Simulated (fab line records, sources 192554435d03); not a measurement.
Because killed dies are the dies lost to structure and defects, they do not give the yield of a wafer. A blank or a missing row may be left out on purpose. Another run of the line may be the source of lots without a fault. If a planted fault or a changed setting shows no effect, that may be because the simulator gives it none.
Struck lot and sound lot, side by side ; flow n5_finfet ; 36 steps out of a route of 1938
Sound: wafers L802.1, L802.2, L802.6. Struck: wafer L817.6; the same lot's L817.5 was not struck, so it is left out; see the end for the cause.
Per side, at each step with rows, come the tool, then ch with its chambers, and then its first start. Under that, the readings that differ: sound wafers ; struck wafers ; difference of the means ; sigmas: that difference in standard deviations of wafers without a fault.
alike: same words and numbers on both sides, and readings whose means sit less than 2 such deviations apart. not compared: any withheld reading, any reading some wafer has no value for, any bound like >300 that may hide the same value, and any number with overlapping values for which the record gives no deviation.
The two part at a step that has a row with sigmas, a row that says differs or no value, or rows on one side only. When numbers do not overlap yet have no deviation, they are printed without sigmas and do not part them. Lack of a reading on every wafer of one side parts them only where that side has two or more wafers.

first, 8 steps without rows for these wafers: N5_BEOL_M10_SPUTTER_48 (material Cu, target thk 12 nm, time 2 s); N5_BEOL_M10_ECD_50 (material Cu, target thk 318 nm); N5_BEOL_M10_ANNEAL_51 (time 90 s); N5_BEOL_M10_CMP_52 (polishes, stops on SiCOH lowk, t overpolish 7 s, target thk 140 nm); N5_BEOL_M10_PRE_CLEAN_55 (time 15 s); N5_BEOL_M10_DEP_56 (deposits SiCN from 3MS/NH3, target thk 15 nm, time 26.5 s); N5_BEOL_M11_ILD_DEP_00 (deposits SiCOH lowk from DEMS/porogen, target thk 308.51 nm, time 58 s); N5_BEOL_M11_CURE_71 (cures SiCOH lowk, time 240 s).
N5_BEOL_M11_PECVD_70: deposits SiO2 from TEOS/O2, target thk 20 nm, time 22.7 s.
  sound on pecvd-03 ch 0,1, day 10 09:20; struck on pecvd-03 ch 0, day 14 02:04
reading;sound;struck;difference;sigmas
model.SiO2_of_BEOL_M11_PECVD_70.thk_nm (nm);19.6 20 20.4;14.2;-5.8;
  alike: heater_power_w, showerhead_plenum_p_Torr, throttle_valve_pct
then, 24 steps without rows for these wafers: N5_BEOL_M11_HM_DEP_02 (deposits TiN, target thk 20 nm); N5_BEOL_M11_COAT_59 (time 60 s, resist thk 100 nm); N5_BEOL_M11_COAT_60 (time 60 s, resist thk 30 nm); N5_BEOL_M11_COAT_05 (resist thk 90 nm); N5_BEOL_M11_EBR_07; N5_BEOL_M11_SOFTBAKE_06 (time 60 s); N5_BEOL_M11_EXPOSE_08 (exposes mask M11); N5_BEOL_M11_PEB_09 (peb time 60 s); N5_BEOL_M11_DEVELOP_10 (develop time 30 s); N5_BEOL_M11_DESCUM_16 (chemistry O2, time 7.9 s); N5_BEOL_M11_ETCH_61 (etches SiARC in CF4, target depth 39 nm, time 65 s); N5_BEOL_M11_ETCH_62 (etches SOC in N2/H2, target depth 110 nm, overetch 22 nm, time 165 s); N5_BEOL_M11_STRIP_68 (strips in N2/H2); N5_BEOL_M11_STRIP_67 (strips in CF4); N5_BEOL_M11_HM_OPEN_17 (chemistry Cl2/BCl3, target TiN, target depth 20 nm, overetch 6 nm); N5_BEOL_M11_STRIP_19 (strips in O2); N5_BEOL_M11_COAT_63 (time 60 s, resist thk 100 nm); N5_BEOL_M11_COAT_64 (time 60 s, resist thk 30 nm); N5_BEOL_M11_COAT_22 (resist thk 90 nm); N5_BEOL_M11_EBR_24; N5_BEOL_M11_SOFTBAKE_23 (time 60 s); N5_BEOL_M11_EXPOSE_25 (exposes mask V10); N5_BEOL_M11_PEB_26 (peb time 60 s); N5_BEOL_M11_DEVELOP_27 (develop time 30 s).
N5_BEOL_M11_HM_STRIP_39: strips TiN in peroxide tin strip, target depth 25 nm, time 158 s.
  sound on wet_bench-06 ch 2,5,6, day 10 13:02; struck on wet_bench-05 ch 5, day 14 06:45
reading;sound;struck;difference;sigmas
model.SiO2_of_BEOL_M11_PECVD_70.thk_nm (nm);19.4 19.8 20.2;14;-6;
  alike: bath_heat_duty_pct
N5_BEOL_M11_CMP_52: polishes, stops on SiCOH lowk, t overpolish 7 s, target thk 140 nm.
  sound on cmp-03 ch 0,2,3, day 10 14:43; struck on cmp-01 ch 0, day 14 11:27
reading;sound;struck;difference;sigmas
barrier_field_endpoint_s (s);26.5 28.1 29.4;22.6;-5.4;-6
  alike: clearing_platen_down_force_psi, motor_current_A
N5_PASSIVATION_PROBE_49:
  sound on prober-02 at day 12 04:59; struck on prober-01 at day 16 00:15
reading;sound;struck;difference;sigmas
killed_short;44 39 47;19;-24;-3
  alike: defect_limited_yield, killed_at_M0_to_M3, killed_at_M4_up, killed_at_contacts, killed_at_front_end, killed_at_other, killed_dies, killed_open, sort_bin_5_function, sort_bin_6_memory, sort_n_pass, sort_yield_pct

WHERE THEY PART
Earliest at N5_BEOL_M11_CMP_52; latest, in this record, at N5_PASSIVATION_PROBE_49.

WHY: whatever the simulator had introduced
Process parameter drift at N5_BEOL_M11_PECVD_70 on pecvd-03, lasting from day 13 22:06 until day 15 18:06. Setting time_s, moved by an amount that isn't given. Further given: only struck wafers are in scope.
